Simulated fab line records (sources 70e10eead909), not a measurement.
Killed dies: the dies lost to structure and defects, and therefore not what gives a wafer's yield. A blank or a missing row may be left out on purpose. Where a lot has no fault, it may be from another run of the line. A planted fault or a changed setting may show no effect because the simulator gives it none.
fab line records -- flow nandHarc
[record] lots = 7, wafers = 21, lastDay = 34
route steps=1302 shown A_ONON_D2@558 A_CHANNEL_HOLE_D2@570 END@1302
lots with no fault: from the same line, run without faults
startH: hours from the record's opening day to when the first of the lot's shown wafers began -- waitH: hours from the lot's prior step to this one -- " same as the row above -- L1.1+2: several wafers, shown together as one row -- - no value, or no start was given -- * or withheld: withheld -- < > ~ a bound
route shown NAME@n: NAME is a module with steps in the file, n the number in the route of the first one -- usual: mean/standard deviation of fault-free wafers -- same: alike in all rows -- chamber/n: place in a boat -- sites: each site's reading -- _std_site: how widely they spread, as a standard deviation -- _edge_site: outer sites' mean less inner sites' -- radiusMm: how far each site lies from the wafer's centre -- mask NAME#n: copy n -- behind: the tool/chamber that last shaped the wafer -- hold: cause of the lot's hold/its duration in hours/its outcome -- device: the n, p or np transistor that did not switch -- end of line: tests run on the same wafers once the route is complete -- for a step that has no rows: nothing shown but its recipe -- killed: dies lost to structure and defects at the first sort, not the wafer's yield -- map: a wafer's dies, marking killed ones x, the rest . and places with no die _
set.NAME: the run value of the setting; set.NAME@STEP: its run value at that earlier step -- model.NAME: the simulator's own value behind a step, which no gauge read
lots at selected steps of the route; one table per step, one row per wafer
services: when a tool's chamber went out of use (startH, in hours from the record's first day, below 0 if earlier), for how many hours, and the reason
[[steps]]
[step NHARC_A_ONON_D2_DEP_19]
[recipe] targetThkA = 10000, n2FlowSccm = 2750, n2oFlowSccm = 2000, nh3FlowSccm = 500, sih4FlowSccm = 210, tempC = 400
[step NHARC_A_ONON_D2_THK_MEAS_21]
[recipe] thkMeasGauge = ellipsometry
[usual] thkNm = 998/8.1
lot.wafer,tool,chamber,startH,waitH,thkNm
L411.1,filmMetro-01,-,286.99,-,992
L411.5,filmMetro-01,-,286.99,-,993
L411.6,filmMetro-01,-,286.99,-,994
L412.3,filmMetro-02,-,292.83,-,1001
L412.4,filmMetro-02,-,292.83,-,1002
L412.6,filmMetro-02,-,292.83,-,1000
L414.1,filmMetro-01,-,312.43,-,991
L414.2,filmMetro-01,-,312.43,-,990
L414.6,filmMetro-01,-,312.43,-,993
L420.1,filmMetro-01,-,373.29,-,998
L420.4,filmMetro-01,-,373.29,-,999
L420.5,filmMetro-01,-,373.29,-,998
L426.1,filmMetro-02,-,435.68,-,995
L426.3,filmMetro-02,-,435.68,-,994
L426.6,filmMetro-02,-,435.68,-,995
L432.1,filmMetro-01,-,496.55,-,999
L432.2,filmMetro-01,-,496.55,-,997
L432.3,filmMetro-01,-,496.55,-,998
L434.1,filmMetro-02,-,517.99,-,981
L434.2,filmMetro-02,-,517.99,-,983
L434.6,filmMetro-02,-,517.99,-,983
[step NHARC_A_ONON_D2_DEP_22]
[recipe] targetThkA = 10000, n2FlowSccm = 2750, n2oFlowSccm = 2000, nh3FlowSccm = 500, sih4FlowSccm = 210, tempC = 400
[step NHARC_A_ONON_D2_THK_MEAS_24]
[recipe] thkMeasGauge = ellipsometry
[usual] thkNm = 1005/7.9
lot.wafer,tool,chamber,startH,waitH,thkNm
L411.1,filmMetro-02,-,287.56,-,991
L411.5,filmMetro-02,-,287.56,-,991
L411.6,filmMetro-02,-,287.56,-,992
L412.3,filmMetro-02,-,293.40,-,1005
L412.4,filmMetro-02,-,293.40,-,1005
L412.6,filmMetro-02,-,293.40,-,1004
L414.1,filmMetro-02,-,313.00,-,1003
L414.2,filmMetro-02,-,313.00,-,1003
L414.6,filmMetro-02,-,313.00,-,1003
L420.1,filmMetro-02,-,373.86,-,1019
L420.4,filmMetro-02,-,373.86,-,1020
L420.5,filmMetro-02,-,373.86,-,1021
L426.1,filmMetro-01,-,436.25,-,1020
L426.3,filmMetro-01,-,436.25,-,1019
L426.6,filmMetro-01,-,436.25,-,1022
L432.1,filmMetro-01,-,497.12,-,1007
L432.2,filmMetro-01,-,497.12,-,1009
L432.3,filmMetro-01,-,497.12,-,1010
L434.1,filmMetro-01,-,518.56,-,1006
L434.2,filmMetro-01,-,518.56,-,1006
L434.6,filmMetro-01,-,518.56,-,1004
[step NHARC_A_ONON_D2_DEP_25]
[recipe] targetThkA = 10000, n2FlowSccm = 2750, n2oFlowSccm = 2000, nh3FlowSccm = 500, sih4FlowSccm = 210, tempC = 400
[step NHARC_A_ONON_D2_THK_MEAS_27]
[recipe] thkMeasGauge = ellipsometry
[usual] thkNm = 1000/9.8
lot.wafer,tool,chamber,startH,waitH,thkNm
L411.1,filmMetro-01,-,288.12,-,995
L411.5,filmMetro-01,-,288.12,-,996
L411.6,filmMetro-01,-,288.12,-,995
L412.3,filmMetro-02,-,294.00,-,991
L412.4,filmMetro-02,-,294.00,-,989
L412.6,filmMetro-02,-,294.00,-,989
L414.1,filmMetro-01,-,313.57,-,1001
L414.2,filmMetro-01,-,313.57,-,1000
L414.6,filmMetro-01,-,313.57,-,1000
L420.1,filmMetro-01,-,374.44,-,1012
L420.4,filmMetro-01,-,374.44,-,1011
L420.5,filmMetro-01,-,374.44,-,1012
L426.1,filmMetro-02,-,436.81,-,1004
L426.3,filmMetro-02,-,436.81,-,1004
L426.6,filmMetro-02,-,436.81,-,1006
L432.1,filmMetro-02,-,497.69,-,1010
L432.2,filmMetro-02,-,497.69,-,1011
L432.3,filmMetro-02,-,497.69,-,1013
L434.1,filmMetro-01,-,519.12,-,986
L434.2,filmMetro-01,-,519.12,-,985
L434.6,filmMetro-01,-,519.12,-,985
[step NHARC_A_ONON_D2_DEP_28]
[recipe] targetThkA = 10000, n2FlowSccm = 2750, n2oFlowSccm = 2000, nh3FlowSccm = 500, sih4FlowSccm = 210, tempC = 400
[step NHARC_A_ONON_D2_THK_MEAS_30]
[recipe] thkMeasGauge = ellipsometry
[usual] thkNm = 999/12
lot.wafer,tool,chamber,startH,waitH,thkNm
L411.1,filmMetro-01,-,288.68,-,997
L411.5,filmMetro-01,-,288.68,-,996
L411.6,filmMetro-01,-,288.68,-,997
L412.3,filmMetro-01,-,294.57,-,1006
L412.4,filmMetro-01,-,294.57,-,1004
L412.6,filmMetro-01,-,294.57,-,1005
L414.1,filmMetro-01,-,314.14,-,994
L414.2,filmMetro-01,-,314.14,-,995
L414.6,filmMetro-01,-,314.14,-,994
L420.1,filmMetro-01,-,375.03,-,1007
L420.4,filmMetro-01,-,375.03,-,1006
L420.5,filmMetro-01,-,375.03,-,1006
L426.1,filmMetro-01,-,437.37,-,1013
L426.3,filmMetro-01,-,437.37,-,1014
L426.6,filmMetro-01,-,437.37,-,1014
L432.1,filmMetro-02,-,498.25,-,983
L432.2,filmMetro-02,-,498.25,-,980
L432.3,filmMetro-02,-,498.25,-,983
L434.1,filmMetro-01,-,519.69,-,986
L434.2,filmMetro-01,-,519.69,-,987
L434.6,filmMetro-01,-,519.69,-,986
[step NHARC_A_ONON_D2_DEP_33]
[recipe] targetThkA = 2000, tempC = 400, pressureTorr = 6.5, rfW = 900, teosFlowSccm = 161.4, flowSccm = 2650, targetThkNm = 200, gas = O2, material = SiO2
[usual] flowSccm = 2650/7.9, heaterPowerOuterW = 298/56, heaterPowerW = 557/89, throttleValvePct = 15.9/0.56
lot.wafer,tool,chamber,startH,waitH,flowSccm,heaterPowerOuterW,heaterPowerW,throttleValvePct
L411.1,pecvd-03,2,288.79,0.1,2662,356,638,15.4
L411.6,pecvd-03,1,288.79,0.1,2656,308,600,15.2
L411.5,pecvd-03,2,288.79,0.1,2650,365,612,15.5
L412.3,pecvd-04,0,294.71,0.1,2636,349,602,15.7
L412.6,pecvd-04,1,294.71,0.1,2656,313,570,15.8
L412.4,pecvd-04,2,294.71,0.1,2646,256,559,16.7
L414.1,pecvd-03,0,314.33,0.2,2657,286,526,16.1
L414.2,pecvd-03,1,314.33,0.2,2651,219,480,15.2
L414.6,pecvd-03,2,314.33,0.2,2647,311,558,15.6
L420.1,pecvd-04,2,375.17,0.1,2660,232,505,17.1
L420.5,pecvd-04,0,375.17,0.1,2660,367,592,16.1
L420.4,pecvd-04,2,375.17,0.1,2645,243,515,17.1
L426.3,pecvd-04,1,437.43,0.1,2659,276,492,16.0
L426.1,pecvd-04,0,437.43,0.1,2660,287,509,16.6
L426.6,pecvd-04,2,437.43,0.1,2656,306,623,17.2
L432.2,pecvd-03,1,498.31,0.1,2649,271,553,15.2
L432.1,pecvd-03,2,498.31,0.1,2643,360,615,16.0
L432.3,pecvd-03,2,498.31,0.1,2638,370,606,15.9
L434.1,pecvd-01,1,519.74,0.1,2632,371,731,14.9
L434.2,pecvd-01,2,519.74,0.1,2637,303,571,15.2
L434.6,pecvd-01,0,519.74,0.1,2657,230,382,15.5
[step NHARC_A_ONON_D2_THK_MEAS_34]
[recipe] thkMeasGauge = ellipsometry
[usual] thkNm = 199.5/2.9
lot.wafer,tool,chamber,startH,waitH,thkNm
L411.1,filmMetro-02,-,289.15,-,196.8
L411.5,filmMetro-02,-,289.15,-,200.5
L411.6,filmMetro-02,-,289.15,-,203.7
L412.3,filmMetro-01,-,295.04,-,196.6
L412.4,filmMetro-01,-,295.04,-,197.4
L412.6,filmMetro-01,-,295.04,-,200.6
L414.1,filmMetro-02,-,314.70,-,196.9
L414.2,filmMetro-02,-,314.70,-,201.9
L414.6,filmMetro-02,-,314.70,-,202.4
L420.1,filmMetro-01,-,375.50,-,195.3
L420.4,filmMetro-01,-,375.50,-,200.1
L420.5,filmMetro-01,-,375.50,-,198.6
L426.1,filmMetro-02,-,437.84,-,195.4
L426.3,filmMetro-02,-,437.84,-,199.3
L426.6,filmMetro-02,-,437.84,-,204.3
L432.1,filmMetro-02,-,498.86,0.4,197.3
L432.2,filmMetro-02,-,498.86,0.4,194.9
L432.3,filmMetro-02,-,498.86,0.4,201.2
L434.1,filmMetro-01,-,520.16,-,197.8
L434.2,filmMetro-01,-,520.16,-,198.0
L434.6,filmMetro-01,-,520.16,-,202.4
[step NHARC_A_ONON_D2_INSPECT_32]
[usual] rawDefectCount = 396/130
lot.wafer,tool,chamber,startH,waitH,rawDefectCount
L411.1,defectInspect-01,-,289.24,0.0,568
L411.5,defectInspect-01,-,289.24,0.0,334
L411.6,defectInspect-01,-,289.24,0.0,365
L412.3,defectInspect-02,-,295.12,0.0,466
L412.4,defectInspect-02,-,295.12,0.0,671
L412.6,defectInspect-02,-,295.12,0.0,393
L414.1,defectInspect-02,-,314.78,0.0,455
L414.2,defectInspect-02,-,314.78,0.0,403
L414.6,defectInspect-02,-,314.78,0.0,437
L420.1,defectInspect-02,-,375.56,0.0,306
L420.4,defectInspect-02,-,375.56,0.0,260
L420.5,defectInspect-02,-,375.56,0.0,201
L426.1,defectInspect-02,-,437.91,0.0,400
L426.3,defectInspect-02,-,437.91,0.0,502
L426.6,defectInspect-02,-,437.91,0.0,379
L432.1,defectInspect-02,-,498.94,0.0,450
L432.2,defectInspect-02,-,498.94,0.0,246
L432.3,defectInspect-02,-,498.94,0.0,293
L434.1,defectInspect-01,-,520.22,0.0,587
L434.2,defectInspect-01,-,520.22,0.0,330
L434.6,defectInspect-01,-,520.22,0.0,303
[step NHARC_A_CHANNEL_HOLE_D2_DEP_00]
[recipe] targetThkA = 31000, tempC = 400, material = aC
[usual] throttleValvePct = 35.002/0.0092
lot.wafer,tool,chamber,startH,waitH,throttleValvePct
L411.1,aclDep-01,0,291.54,2.3,35.007
L411.5,aclDep-01,0,292.80,3.6,35.002
L411.6,aclDep-01,0,292.80,3.6,34.999
L411.1,aclDep-01,0,295.26,3.4,35.005
L411.5,aclDep-01,0,296.52,3.4,35.000
L411.6,aclDep-01,0,296.52,3.4,35.012
L412.3,aclDep-01,0,295.90,0.8,35.001
L412.4,aclDep-01,0,295.90,0.8,35.004
L412.6,aclDep-01,0,295.90,0.8,35.008
L414.1,aclDep-02,0,316.55,1.8,35.011
L414.2,aclDep-02,0,316.55,1.8,35.005
L414.6,aclDep-02,0,318.15,3.4,35.007
L414.1,aclDep-02,0,318.70,1.8,35.000
L414.2,aclDep-02,0,318.70,1.8,34.989
L414.6,aclDep-02,0,320.30,1.8,35.017
L420.1,aclDep-02,0,376.29,0.7,35.016
L420.4,aclDep-02,0,376.29,0.7,35.005
L420.5,aclDep-02,0,376.29,0.7,35.011
L420.1,aclDep-02,0,380.02,3.4,34.987
L420.4,aclDep-02,0,380.02,3.4,34.996
L420.5,aclDep-02,0,380.02,3.4,34.994
L426.1,aclDep-01,0,441.72,3.8,35.002
L426.3,aclDep-01,0,441.72,3.8,35.007
L426.6,aclDep-01,0,441.72,3.8,34.993
L432.1,aclDep-01,0,499.69,0.7,35.000
L432.2,aclDep-01,0,499.69,0.7,34.998
L432.3,aclDep-01,0,499.69,0.7,34.995
L434.1,aclDep-01,0,521.12,0.9,34.993
L434.2,aclDep-01,0,521.12,0.9,35.010
L434.6,aclDep-01,0,522.71,2.5,35.001
[step NHARC_A_CHANNEL_HOLE_D2_DEP_01]
[recipe] targetThkA = 1400, targetThkNm = 140, tempC = 400, pressureTorr = 3.5, flowSccm = 200, rfW = 350, material = SiON
[usual] heaterPowerOuterW = 433/70, heaterPowerW = 735/130
lot.wafer,tool,chamber,startH,waitH,heaterPowerOuterW,heaterPowerW
L411.1,pecvd-01,1,297.20,1.6,551,966
L411.5,pecvd-01,1,297.20,1.6,555,964
L411.6,pecvd-01,0,297.20,1.6,397,591
L412.3,pecvd-03,2,297.22,1.0,476,806
L412.4,pecvd-03,1,297.22,1.0,447,790
L412.6,pecvd-03,0,297.22,1.0,384,653
L414.2,pecvd-02,0,320.65,1.3,409,650
L414.1,pecvd-02,1,320.65,1.3,458,834
L414.6,pecvd-02,0,320.65,1.3,389,649
L420.1,pecvd-02,0,382.01,1.7,388,628
L420.4,pecvd-02,1,382.01,1.7,372,709
L420.5,pecvd-02,2,382.01,1.7,397,642
L426.3,pecvd-01,0,443.70,1.0,325,491
L426.1,pecvd-01,1,443.70,1.0,566,990
L426.6,pecvd-01,2,443.70,1.0,370,665
L432.1,pecvd-03,1,501.66,1.6,461,796
L432.2,pecvd-03,2,501.66,1.6,544,862
L432.3,pecvd-03,1,501.66,1.6,467,792
L434.1,pecvd-01,1,523.05,1.6,545,955
L434.2,pecvd-01,2,523.05,1.6,387,692
L434.6,pecvd-01,0,523.05,1.6,395,595
[step NHARC_END_SORT_01]
[recipe] tempC = 25
[usual] killedAtArray = 53/18, killedAtOther = 1.0/1.2, killedAtPeriphery = 3.6/2.4, killedDies = 58/18, killedOpen = 3.4/1.8, killedShort = 2.3/1.5
[same] grossDies = 677
lot.wafer,tool,chamber,startH,waitH,killedAtArray,killedAtOther,killedAtPeriphery,killedDies,killedOpen,killedShort
L411.1,prober-02,0,571.55,2.5,671,1,5,677,3,3
L411.5,prober-02,0,574.81,3.8,670,1,6,677,3,1
L411.6,prober-02,0,575.63,4.1,670,2,5,677,5,0
L414.1,prober-01,0,623.57,2.5,672,1,4,677,3,4
L414.2,prober-01,0,624.37,2.8,674,1,2,677,2,3
L414.6,prober-01,0,627.56,4.0,674,0,3,677,3,0
L420.1,prober-02,0,683.84,2.5,672,0,5,677,3,0
L420.4,prober-02,0,686.21,3.4,667,0,10,677,4,3
L420.5,prober-02,0,687.00,3.7,674,0,3,677,2,4
// killed by level:class
L411.1 A_CHANNEL_HOLE_D2:areaDep=652 A_CHANNEL_HOLE_D2:chamberFilmFlake=6 P_GATE:chamberFilmFlake=3 A_WL_FILL:geometricParticle:short=2 A_ZERO_WELL:chamberFilmFlake=2 A_CHANNEL_FILL_D1:geometricParticle:open=1 A_ONON_D2:geometricParticle:open=1 A_CHANNEL_FILL_D2:geometricParticle:short=1
L411.5 A_CHANNEL_HOLE_D2:areaDep=656 A_CHANNEL_HOLE_D2:chamberFilmFlake=4 P_STI:chamberFilmFlake=3 A_STAIRCASE:chamberFilmFlake=3 P_GATE:chamberFilmFlake=2 A_CHANNEL_HOLE_D1:chamberFilmFlake=2 A_DECK1_JOINT:geometricParticle:short=1 A_DECK1_JOINT:geometricParticle:open=1
L411.6 A_CHANNEL_HOLE_D2:areaDep=652 A_CHANNEL_HOLE_D2:chamberFilmFlake=6 A_STAIRCASE:chamberFilmFlake=4 P_M0:geometricParticle:open=2 A_CHANNEL_HOLE_D1:chamberFilmFlake=2 THIN_TSV:chamberFilmFlake=2 A_CHANNEL_FILL_D1:geometricParticle:open=1 A_ONON_D2:geometricParticle:open=1
L414.1 A_CHANNEL_HOLE_D2:areaDep=641 A_SLIT:chamberFilmFlake=16 A_CHANNEL_HOLE_D2:chamberFilmFlake=5 P_GATE:chamberFilmFlake=4 A_CHANNEL_FILL_D2:geometricParticle:short=2 A_STAIRCASE:chamberFilmFlake=2 A_CONTACT:chamberFilmFlake=2 A_ONON_D1:geometricParticle:open=1
L414.2 A_CHANNEL_HOLE_D2:areaDep=642 A_SLIT:chamberFilmFlake=16 A_CHANNEL_HOLE_D1:chamberFilmFlake=4 A_CHANNEL_HOLE_D2:chamberFilmFlake=3 A_CHANNEL_FILL_D2:geometricParticle:short=2 A_STAIRCASE:chamberFilmFlake=2 A_WL_FILL:chamberFilmFlake=2 P_M0:geometricParticle:open=1
L414.6 A_CHANNEL_HOLE_D2:areaDep=645 A_SLIT:chamberFilmFlake=13 A_CHANNEL_HOLE_D1:chamberFilmFlake=4 A_STAIRCASE:chamberFilmFlake=4 P_GATE:chamberFilmFlake=2 A_CHANNEL_FILL_D2:chamberFilmFlake=2 P_CONTACT:geometricParticle:open=1 A_ONON_D1:geometricParticle:open=1
L420.1 A_CHANNEL_HOLE_D2:areaDep=633 A_SLIT:chamberFilmFlake=20 A_CHANNEL_HOLE_D2:chamberFilmFlake=12 P_ZERO_WELL:chamberFilmFlake=2 A_DECK1_JOINT:chamberFilmFlake=2 A_CONTACT:chamberFilmFlake=2 P_GATE:geometricParticle:open=1 A_SGD_CUT:geometricParticle:open=1
L420.4 A_CHANNEL_HOLE_D2:areaDep=626 A_SLIT:chamberFilmFlake=16 A_CHANNEL_HOLE_D2:chamberFilmFlake=8 A_CONTACT:chamberFilmFlake=5 A_CHANNEL_HOLE_D1:chamberFilmFlake=4 P_CONTACT:chamberFilmFlake=3 P_M2:chamberFilmFlake=3 A_DECK1_JOINT:chamberFilmFlake=2
L420.5 A_CHANNEL_HOLE_D2:areaDep=640 A_SLIT:chamberFilmFlake=16 A_CHANNEL_HOLE_D2:chamberFilmFlake=8 A_ONON_D2:geometricParticle:short=2 P_CONTACT:chamberFilmFlake=2 A_DECK1_JOINT:chamberFilmFlake=2 A_ONON_D1:geometricParticle:short=1 A_WL_FILL:geometricParticle:short=1
// map L411.1 (x killed, . not)
____________x____________
_________xxxxxxx_________
_______xxxxxxxxxxx_______
______xxxxxxxxxxxxx______
_____xxxxxxxxxxxxxxx_____
____xxxxxxxxxxxxxxxxx____
____xxxxxxxxxxxxxxxxx____
___xxxxxxxxxxxxxxxxxxx___
___xxxxxxxxxxxxxxxxxxx___
__xxxxxxxxxxxxxxxxxxxxx__
__xxxxxxxxxxxxxxxxxxxxx__
_xxxxxxxxxxxxxxxxxxxxxxx_
_xxxxxxxxxxxxxxxxxxxxxxx_
_xxxxxxxxxxxxxxxxxxxxxxx_
_xxxxxxxxxxxxxxxxxxxxxxx_
_xxxxxxxxxxxxxxxxxxxxxxx_
xxxxxxxxxxxxxxxxxxxxxxxxx
xxxxxxxxxxxxxxxxxxxxxxxxx
xxxxxxxxxxxxxxxxxxxxxxxxx
xxxxxxxxxxxxxxxxxxxxxxxxx
xxxxxxxxxxxxxxxxxxxxxxxxx
_xxxxxxxxxxxxxxxxxxxxxxx_
_xxxxxxxxxxxxxxxxxxxxxxx_
_xxxxxxxxxxxxxxxxxxxxxxx_
_xxxxxxxxxxxxxxxxxxxxxxx_
_xxxxxxxxxxxxxxxxxxxxxxx_
__xxxxxxxxxxxxxxxxxxxxx__
__xxxxxxxxxxxxxxxxxxxxx__
___xxxxxxxxxxxxxxxxxxx___
___xxxxxxxxxxxxxxxxxxx___
____xxxxxxxxxxxxxxxxx____
____xxxxxxxxxxxxxxxxx____
_____xxxxxxxxxxxxxxx_____
______xxxxxxxxxxxxx______
_______xxxxxxxxxxx_______
_________xxxxxxx_________
____________x____________
// map L414.1 (x killed, . not)
____________x____________
_________xxxxxxx_________
_______xxxxxxxxxxx_______
______xxxxxxxxxxxxx______
_____xxxxxxxxxxxxxxx_____
____xxxxxxxxxxxxxxxxx____
____xxxxxxxxxxxxxxxxx____
___xxxxxxxxxxxxxxxxxxx___
___xxxxxxxxxxxxxxxxxxx___
__xxxxxxxxxxxxxxxxxxxxx__
__xxxxxxxxxxxxxxxxxxxxx__
_xxxxxxxxxxxxxxxxxxxxxxx_
_xxxxxxxxxxxxxxxxxxxxxxx_
_xxxxxxxxxxxxxxxxxxxxxxx_
_xxxxxxxxxxxxxxxxxxxxxxx_
_xxxxxxxxxxxxxxxxxxxxxxx_
xxxxxxxxxxxxxxxxxxxxxxxxx
xxxxxxxxxxxxxxxxxxxxxxxxx
xxxxxxxxxxxxxxxxxxxxxxxxx
xxxxxxxxxxxxxxxxxxxxxxxxx
xxxxxxxxxxxxxxxxxxxxxxxxx
_xxxxxxxxxxxxxxxxxxxxxxx_
_xxxxxxxxxxxxxxxxxxxxxxx_
_xxxxxxxxxxxxxxxxxxxxxxx_
_xxxxxxxxxxxxxxxxxxxxxxx_
_xxxxxxxxxxxxxxxxxxxxxxx_
__xxxxxxxxxxxxxxxxxxxxx__
__xxxxxxxxxxxxxxxxxxxxx__
___xxxxxxxxxxxxxxxxxxx___
___xxxxxxxxxxxxxxxxxxx___
____xxxxxxxxxxxxxxxxx____
____xxxxxxxxxxxxxxxxx____
_____xxxxxxxxxxxxxxx_____
______xxxxxxxxxxxxx______
_______xxxxxxxxxxx_______
_________xxxxxxx_________
____________x____________
[[services]]
tool,chamber,startH,hours,kind
pecvd-04,-,269.00,13.0,pm
pecvd-03,2,283.93,3.2,repair
pecvd-01,-,311.00,13.0,pm
pecvd-02,-,311.24,1.2,repair
aclDep-02,-,322.63,5.0,repair
pecvd-03,0,328.59,10.6,repair
pecvd-03,-,367.44,13.0,pm
pecvd-03,0,367.44,13.0,ventCycle
pecvd-03,1,367.44,13.0,ventCycle
pecvd-03,2,367.44,13.0,ventCycle
aclDep-01,-,373.23,13.0,pm
pecvd-03,0,380.44,-,clean
pecvd-03,1,380.44,-,clean
pecvd-02,1,386.20,9.0,repair
pecvd-04,1,402.43,20.2,repair
pecvd-02,-,408.34,13.0,pm
aclDep-02,-,425.79,13.0,pm
pecvd-01,-,429.33,1.6,repair
pecvd-04,-,450.00,13.0,pm
pecvd-03,-,479.78,0.7,repair
pecvd-04,2,488.03,5.4,repair
pecvd-01,-,492.00,13.0,pm
pecvd-03,0,498.29,20.0,repair
pecvd-02,-,505.33,0.4,repair
[[key]]
[firstSign] step = NHARC_A_CHANNEL_HOLE_D2_DEP_00, reading = visit, direction = added
[effect] step = NHARC_END_SORT_01, reading = killedAtArray, direction = up, sigmas = 35, usual = 53, struck = 672
[moreKillsBornAt] NHARC_A_CHANNEL_HOLE_D2_DEP_00@aclDep-02 = 3828, NHARC_A_CHANNEL_HOLE_D2_DEP_00@aclDep-01 = 1961
metAt NHARC_A_CHANNEL_HOLE_D2_DEP_00
struckWafers L411.1,L411.5,L411.6,L414.1,L414.2,L414.6,L420.1,L420.4,L420.5
laterRowsLeftOut L411.1,L411.5,L411.6,L414.1,L414.2,L414.6,L420.1,L420.4,L420.5
testerLeftOut L411,L414,L420
[fault] kind = repeatedStepWhole, tool = aclDep-01,aclDep-02,aclDep-03, chamber = -, onsetH = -, steps = NHARC_A_CHANNEL_HOLE_D2_DEP_00, times = 1, scope = struckLotsOnly
// testerLeftOut: of these lots the tester's yield and bins aren't shown, on N5 and GAA mostly nor the transistor test; their killed dies are dies lost to structure and defects alone, not to doping, threshold or leakage, so they don't give the yield
// laterRowsLeftOut: the simulator's readings of these wafers behind a module that went badly wrong aren't trusted and aren't shown, but for the sort
